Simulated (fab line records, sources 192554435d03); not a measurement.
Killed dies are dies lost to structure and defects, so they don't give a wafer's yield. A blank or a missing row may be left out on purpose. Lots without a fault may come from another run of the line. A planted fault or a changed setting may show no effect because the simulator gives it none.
Split-lot experiment | flow n5_finfet | 7 lots, 21 wafers read, on a route of 1938 steps

THE SPLIT
At N5_BEOL_M13_ETCH_67 (etches SiARC in CF4, target depth 143 nm, time 238.3 s), the setting bias_w was moved away from the recipe's 36 W on 5 of the 21 wafers read, by -14.4% to +8.4%. The other wafers ran this setting at the recipe's value.

The reading is taken at the split's own step.

THE READING
rf_vpp_V, in V, at N5_BEOL_M13_ETCH_67 (etches SiARC in CF4, target depth 143 nm, time 238.3 s). Fault-free wafers of this fab line usually give 184.1 V, standard deviation 1.1 V.

wafer  | tool, chamber at the split | bias_w as run, W | against the recipe | rf_vpp_V, V | against lot-mates on the recipe
L077.3 | rie_diel-01, 2             | 36               | recipe             | 184.7       | -
L077.5 | rie_diel-01, 1             | 36               | recipe             | 183.2       | -
L077.6 | rie_diel-01, 2             | 36               | recipe             | 185.0       | -
L081.3 | rie_diel-03, 0             | 36               | recipe             | 184.8       | -
L081.4 | rie_diel-03, 2             | 39.02            | +8.4%              | 194.5       | +10.1
L081.5 | rie_diel-03, 0             | 36               | recipe             | 183.9       | -
L084.1 | rie_diel-03, 1             | 36               | recipe             | 185.6       | -
L084.2 | rie_diel-03, 2             | 36               | recipe             | 183.7       | -
L084.3 | rie_diel-03, 0             | 36               | recipe             | 185.2       | -
L085.2 | rie_diel-02, 3             | 36               | recipe             | 185.2       | -
L085.3 | rie_diel-02, 1             | 36               | recipe             | 184.5       | -
L085.5 | rie_diel-02, 1             | 36               | recipe             | 184.7       | -
L091.1 | rie_diel-01, 1             | 30.82            | -14.4%             | 166.7       | -17.6
L091.4 | rie_diel-01, 1             | 30.82            | -14.4%             | 166.3       | -18.0
L091.6 | rie_diel-01, 2             | 36               | recipe             | 184.3       | -
L089.1 | rie_diel-03, 3             | 36               | recipe             | 183.7       | -
L089.4 | rie_diel-03, 2             | 36               | recipe             | 184.4       | -
L089.5 | rie_diel-03, 3             | 36               | recipe             | 183.8       | -
L094.2 | rie_diel-01, 1             | 36               | recipe             | 183.2       | -
L094.4 | rie_diel-01, 0             | 37.67            | +4.6%              | 189.8       | +6.6
L094.6 | rie_diel-01, 3             | 37.67            | +4.6%              | 187.9       | +4.7

THE FIT
A straight line over all 21 wafers: rf_vpp_V changes by +1.21 V for each +1% of bias_w; r = +0.99; the points scatter about the line by 0.8 V.
The same after taking each lot's own level away (the mean of its wafers on the recipe; 21 wafers): +1.23 V for each +1%; r = +1.00; scatter 0.6 V.
On that fit, the largest move of bias_w shifts the reading by 18 V.
The lots' own levels span 183.20 to 184.83 V, that is 1.5 times the standard deviation above.
So the lot-to-lot level changes the slope little: the two slopes agree.
Check: with one of the wafers moved furthest among these (-14.4%) left out of the fit, the line predicts -17.8 V for it against its lot-mates. It came out at -17.6 V against them.
Tool readings at the split's step, against how far the setting was moved: rf_vpp_V r = +0.99.

OTHER SPLITS ON THESE WAFERS
These wafers also went through other splits before the reading. Each is held against what the fit with the lots' levels taken away leaves over:
other split on the same wafers | wafers away from the commonest value | r with rf_vpp_V (lot level and that fit taken away)
N5_BEOL_M9_EXPOSE_08 dose_mj   | 5                                    | -0.47
N5_BEOL_M10_COAT_05 spin_rpm   | 6                                    | -0.39
N5_BEOL_M11_PECVD_70 time_s    | 8                                    | +0.13
N5_BEOL_M11_COAT_59 spin_rpm   | 4                                    | +0.15
N5_BEOL_M12_PEB_08 peb_temp_c  | 10                                   | -0.06

THE FILE'S OWN FIT
rf_vpp_V changes by +1.23 V for each +1% of bias_w, r = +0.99.
